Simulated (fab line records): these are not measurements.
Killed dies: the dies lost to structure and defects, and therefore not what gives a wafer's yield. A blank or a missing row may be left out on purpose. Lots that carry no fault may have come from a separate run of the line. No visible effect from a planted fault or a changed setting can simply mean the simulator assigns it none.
Which of the tools did it? | flow nand-harc | 12 lots, 36 wafers sampled, at 5 steps of a route of 1159

== WHAT THE GAUGES SHOWED, per wafer ==
NHARC_A_BLC_INSPECT_28.
lot  | measured     | on                | raw-defect-count
L077 | day 18 14:29 | defect-inspect-01 | 473 428 454
L075 | day 18 19:46 | defect-inspect-02 | 316 562 629
L078 | day 19 11:52 | defect-inspect-01 | 327 460 323
L080 | day 20 01:16 | defect-inspect-01 | 260 360 586
L084 | day 20 09:59 | defect-inspect-01 | 293 500 334
L085 | day 20 12:59 | defect-inspect-02 | 527 381 547
L089 | day 20 16:50 | defect-inspect-01 | 411 605 664
L086 | day 22 00:22 | defect-inspect-01 | 327 394 386
L088 | day 22 00:25 | defect-inspect-02 | 402 347 400
L093 | day 22 05:32 | defect-inspect-01 | 540 586 571
L094 | day 22 21:41 | defect-inspect-01 | 533 545 394
L097 | day 23 06:37 | defect-inspect-01 | 460 562 391

== TOOL THAT RAN EACH LOT (tool first, then ch and the chambers of the sampled wafers, then the start) ==
lot  | NHARC_A_CONTACT_ETCH_138             | NHARC_A_CONTACT_ETCH_139             | NHARC_A_CONTACT_ETCH_110           | NHARC_A_CONTACT_CVD_19
L077 | har-cap-etch-03 ch 0,1, day 17 19:19 | har-cap-etch-03 ch 0,1, day 17 19:26 | rie-diel-06 ch 0,1,3, day 17 20:21 | cvd-w-02 ch 0,1, day 18 14:29 or earlier
L075 | har-cap-etch-02 ch 0,1, day 18 03:01 | har-cap-etch-02 ch 0,1, day 18 03:09 | rie-diel-06 ch 2,3, day 18 04:07   | cvd-w-01 ch 0,1, day 18 19:46 or earlier
L078 | har-cap-etch-01 ch 0,1, day 18 19:29 | har-cap-etch-01 ch 0,1, day 18 19:38 | rie-diel-07 ch 0,1, day 18 20:29   | cvd-w-02 ch 0,1, day 19 11:52 or earlier
L080 | har-cap-etch-02 ch 0,1, day 19 12:50 | har-cap-etch-02 ch 0,1, day 19 13:00 | rie-diel-06 ch 0,2,3, day 19 14:01 | cvd-w-01 ch 0,1, day 20 01:16 or earlier
L084 | har-cap-etch-02 ch 0,1, day 20 00:02 | har-cap-etch-02 ch 0,1, day 20 00:10 | rie-diel-02 ch 0,2,3, day 20 01:12 | cvd-w-02 ch 0,1, day 20 09:59 or earlier
L085 | har-cap-etch-02 ch 0,1, day 20 04:22 | har-cap-etch-02 ch 0,1, day 20 04:30 | rie-diel-06 ch 1,3, day 20 05:38   | cvd-w-01 ch 0,1, day 20 12:59 or earlier
L089 | har-cap-etch-01 ch 0,1, day 20 08:44 | har-cap-etch-01 ch 0,1, day 20 08:53 | rie-diel-07 ch 0,1, day 20 09:47   | cvd-w-01 ch 0,1, day 20 16:50 or earlier
L086 | har-cap-etch-03 ch 1, day 20 21:25   | har-cap-etch-03 ch 1, day 20 21:35   | rie-diel-02 ch 0,3, day 20 22:57   | cvd-w-02 ch 0,1, day 22 00:22 or earlier
L088 | har-cap-etch-03 ch 1, day 20 23:51   | har-cap-etch-03 ch 1, day 21 00:01   | rie-diel-06 ch 0,1,3, day 21 01:08 | cvd-w-02 ch 0,1, day 22 00:25 or earlier
L093 | har-cap-etch-01 ch 0,1, day 21 20:19 | har-cap-etch-01 ch 0,1, day 21 20:27 | rie-diel-07 ch 1,2,3, day 21 21:20 | cvd-w-01 ch 0,1, day 22 05:32 or earlier
L094 | har-cap-etch-01 ch 0,1, day 22 12:13 | har-cap-etch-01 ch 0,1, day 22 12:20 | rie-diel-07 ch 1,2,3, day 22 13:16 | cvd-w-02 ch 0,1, day 22 21:41 or earlier
L097 | har-cap-etch-03 ch 0,1, day 22 21:19 | har-cap-etch-03 ch 0,1, day 22 21:27 | rie-diel-07 ch 0,2,3, day 22 22:22 | cvd-w-01 ch 0,1, day 23 06:37 or earlier
- NHARC_A_CONTACT_ETCH_138: etches the open film in C4F8/O2/Ar, time 132 s, target depth 1289 nm.
- NHARC_A_CONTACT_ETCH_139: etches the open film in C4F8/O2/Ar, time 137 s, target depth 590 nm.
- NHARC_A_CONTACT_ETCH_110: etches the open film in CF4/O2, target depth 50 nm, overetch 5 nm, time 27.5 s.
- NHARC_A_CONTACT_CVD_19: deposits W, target thk 300 nm, time 802 s.

== THE ANSWER, worked out from the rows above alone ==
Rule: usual is defined by the lots themselves. Put in order of their means at a reading, lots are off if they are a third of the lots or fewer, leave a main group of 4 or more, and stand apart from it by a gap of 3 or more times the standard deviation of the main group's means; of several such gaps the widest counts. A main group whose means are all the same, to the digits that the tables above print for the reading, isn't used. A lot without any number at a reading at which 4 lots or more have one is off too. Any other lot the step has rows for is counted as sound.
No lot is off on any of the readings shown, so nothing can be concluded from this.

== WHAT HAD BEEN PUT IN BY THE SIMULATOR ==
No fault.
